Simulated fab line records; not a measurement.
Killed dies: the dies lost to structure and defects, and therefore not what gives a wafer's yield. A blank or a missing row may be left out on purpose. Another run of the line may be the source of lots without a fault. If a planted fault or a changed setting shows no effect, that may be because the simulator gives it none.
A lot that was struck, set against a sound lot || flow n5Finfet || 39 steps out of a route of 1938
Sound: these wafers, L528.2, L528.4, L528.6. Struck: wafer L534.6 (left out: L534.1, a lot-mate that was not struck); the cause follows at the end.
For every step that has rows: the tool of each side, followed by ch and its chambers, followed by its first start. Under that, the readings that differ: sound wafers || struck wafers || difference of the means || sigmas: that difference in standard deviations of wafers without a fault.
alike: readings with means less than 2 such deviations apart, plus words and numbers identical on both sides. not compared: withheld readings, readings lacking a value on some wafer, bounds such as >300 that could conceal the same value, and numbers that have no deviation in the record and whose values overlap.
A row with sigmas, a row that says differs or no value, or rows on one side alone: a step with any of these is where the two part. Numbers that don't overlap but have no deviation are shown without sigmas and don't part them. A reading that every wafer of one side lacks parts them only if that side has two wafers or more.

first, 9 steps without rows for these wafers: N5_SDB_CMP_30 (polishes, stops on poly-Si, t overpolish 1.54 s, target thk 30 nm); N5_DUMMY_REMOVAL_HM_STRIP_01 (strips SiNx in CH3F/O2, stops on poly-Si, target depth 4 nm, time 6.8 s); N5_DUMMY_REMOVAL_STRIP_10 (strips in N2/H2, time 40 s); N5_DUMMY_REMOVAL_PRECLEAN_07 (cleans in dHF, time 30 s); N5_DUMMY_REMOVAL_DUMMY_REMOVE_02 (chemistry TMAH, target poly-Si, stops on SiO2, target depth 142 nm, time 57 s, rinse time 30 s); N5_DUMMY_REMOVAL_PRECLEAN_08 (cleans in NF3:NH3, afs cycles 2, time 20 s, sublimation time 60 s); N5_DUMMY_REMOVAL_PRECLEAN_04 (cleans in DHF, time 37 s); N5_DUMMY_REMOVAL_SRD_05 (time 30 s); N5_HKMG_FIN_IL_REGROW_00 (material SiO2, chemistry O3, target thk 0.75 nm, time 30 s).
N5_HKMG_FIN_HK_ALD_01: deposits HfO2, target thk 1.6 nm, pulse time 3 s, purge time 3 s.
  sound on aldHk-02 ch 0,2,3, day 5 06:37; struck on aldHk-02 ch 2, day 6 19:57
{"reading": "aldCycles", "sound": "30 30 30", "struck": 14, "difference": -16, "sigmas": ""}
{"reading": "model.HfO2_of_HKMG_FIN_HK_ALD_01.thkNm (nm)", "sound": "1.6 1.6 1.6", "struck": 0.8, "difference": -0.8, "sigmas": ""}
  alike: precursorPulseHeightRel
then, 26 steps without rows for these wafers: N5_HKMG_FIN_HK_ANNEAL_02 (time 30 s); N5_HKMG_FIN_ALD_74 (deposits La2O3, target thk 0.5 nm, pulse time 6 s, co reactant pulse time 1 s); N5_HKMG_FIN_ALD_75 (deposits Al2O3, target thk 1 nm, co reactant pulse time 1 s); N5_HKMG_FIN_COAT_41 (time 60 s, resist thk 300 nm); N5_HKMG_FIN_COAT_42 (time 60 s, resist thk 35 nm); N5_HKMG_FIN_COAT_43 (resist thk 90 nm); N5_HKMG_FIN_EBR_45; N5_HKMG_FIN_SOFTBAKE_44 (time 60 s); N5_HKMG_FIN_EXPOSE_46 (exposes mask NDIPOLE); N5_HKMG_FIN_PEB_47 (peb time 60 s); N5_HKMG_FIN_DEVELOP_48 (develop time 30 s); N5_HKMG_FIN_DESCUM_53 (chemistry O2, time 7.9 s); N5_HKMG_FIN_ETCH_54 (etches SiARC in CF4, target depth 45.5 nm, time 75.8 s); N5_HKMG_FIN_ETCH_55 (etches SOC in N2/H2, target depth 240 nm, time 300 s); N5_HKMG_FIN_STRIP_56 (strips in N2/H2); N5_HKMG_FIN_STRIP_57 (strips in CF4); N5_HKMG_FIN_ETCH_58 (etches SOC in N2/H2, target depth 215.8 nm, time 741 s); N5_HKMG_FIN_STRIP_93 (strips SOC in N2/H2, time 20 s); N5_HKMG_FIN_WET_ETCH_76 (etches Al2O3 in dNH4OH, stops on La2O3, target depth 2.25 nm, rinse time 30 s); N5_HKMG_FIN_STRIP_60 (strips in N2/H2, time 360 s); N5_HKMG_FIN_WET_ETCH_77 (etches La2O3 in dHCl, stops on HfO2, target depth 2 nm); N5_HKMG_FIN_WET_ETCH_78 (etches Al2O3 in dNH4OH, stops on La2O3, target depth 4.5 nm, rinse time 30 s); N5_HKMG_FIN_ALD_79 (deposits TiN, target thk 1.5 nm, pulse time 1 s, purge time 3 s); N5_HKMG_FIN_CVD_62 (deposits a-Si from Si2H6, target thk 3 nm, time 20.8 s); N5_HKMG_FIN_RTA_80 (time 2 s); N5_HKMG_FIN_PRECLEAN_64 (cleans in dHF, time 30 s).
N5_HKMG_FIN_THK_MEAS_70: measures by xrf.
  sound on filmMetro-01 at day 5 10:11; struck on filmMetro-02 at day 6 23:53
{"reading": "HK_THK (nm)", "sound": "1.601 1.609 1.608", "struck": 0.753, "difference": -0.853, "sigmas": -45}
-- a jump in the record: the struck wafers' starts before and after are 4 days apart (it breaks off in module HKMG_FIN and resumes in module BEOL_M4, where the first step shown is number 1111 of the route) --
N5_BEOL_M4_RC_MEAS_101:
  sound on prober-01 ch 0, day 8 20:48; struck on prober-01 ch 0, day 11 00:08
{"reading": "DIBL_N (mV/V)", "sound": "39.6 35.0 39.2", "struck": 30.1, "difference": -7.8, "sigmas": -5}
{"reading": "DIBL_P (mV/V)", "sound": "38.3 34.4 39.1", "struck": 28.3, "difference": -9.0, "sigmas": -4}
{"reading": "EOT_N", "sound": "10.53 10.77 10.62", "struck": 8.89, "difference": -1.75, "sigmas": -19}
{"reading": "EOT_P", "sound": "10.37 10.49 10.56", "struck": 8.76, "difference": -1.71, "sigmas": -18}
{"reading": "IGATE_N (nA/um)", "sound": "0.0134 0.0093 0.0121", "struck": 4.4597, "difference": "+4.4481", "sigmas": "+99 or more"}
{"reading": "IGATE_P (nA/um)", "sound": "0.0040 0.0028 0.0037", "struck": 1.2943, "difference": "+1.2908", "sigmas": "+99 or more"}
{"reading": "IOFF_N (nA/um)", "sound": "0.23 0.12 0.21", "struck": 0.08, "difference": -0.11, "sigmas": -3}
{"reading": "IOFF_P (nA/um)", "sound": "0.27 0.20 0.30", "struck": 0.12, "difference": -0.14, "sigmas": -3}
{"reading": "SS_N (mV/dec)", "sound": "72.3 71.2 72.3", "struck": 70.1, "difference": -1.8, "sigmas": -3}
{"reading": "SS_P (mV/dec)", "sound": "74.5 72.3 74.3", "struck": 72.1, "difference": -1.6, "sigmas": -2}
{"reading": "VT_N (mV)", "sound": "244 253 246", "struck": 259, "difference": "+11", "sigmas": "+3"}
{"reading": "VT_P (mV)", "sound": "-246 -250 -245", "struck": -257, "difference": -10, "sigmas": -3}
  alike: ION_N, ION_P
-- the record jumps here: 4 days lie between the struck wafers' starts before and after (it left off in module BEOL_M4 and takes up again in module PASSIVATION, whose first step shown is number 1936 of the route) --
N5_PASSIVATION_PROBE_49:
  sound on prober-02 at day 13 06:28; struck on prober-01 at day 15 05:03
{"reading": "defectLimitedYield (%)", "sound": "91.9 89.8 91.0", "struck": 87.8, "difference": -3.1, "sigmas": -2}
{"reading": "killedAtFrontEnd", "sound": "30 30 37", "struck": 57, "difference": "+25", "sigmas": "+2"}
{"reading": "killedAtOther", "sound": "9 12 5", "struck": 1, "difference": -8, "sigmas": -2}
{"reading": "killedDies", "sound": "95 120 106", "struck": 144, "difference": "+37", "sigmas": "+2"}
{"reading": "killedOpen", "sound": "55 75 72", "struck": 99, "difference": "+32", "sigmas": "+2"}
{"reading": "sort_bin_4_leakage (%)", "sound": "0 0 0", "struck": 87.80, "difference": "+87.80", "sigmas": "+99 or more"}
{"reading": "sort_bin_5_function (%)", "sound": "5.0 5.6 4.8", "struck": 7.3, "difference": "+2.2", "sigmas": "+2"}
{"reading": "sortNPass", "sound": "1085 1060 1074", "struck": 0, "difference": -1073, "sigmas": -67}
{"reading": "sortYieldPct (%)", "sound": "91.9 89.8 91.0", "struck": 0, "difference": -91, "sigmas": -65}
  alike: killed_at_M0_to_M3, killed_at_M4_up, killedAtContacts, killedOnRim, killedShort, sort_bin_6_memory

## WHERE THEY PART
Earliest at N5_HKMG_FIN_THK_MEAS_70; latest, in this record, at N5_PASSIVATION_PROBE_49.

WHY: what had been put in by the simulator
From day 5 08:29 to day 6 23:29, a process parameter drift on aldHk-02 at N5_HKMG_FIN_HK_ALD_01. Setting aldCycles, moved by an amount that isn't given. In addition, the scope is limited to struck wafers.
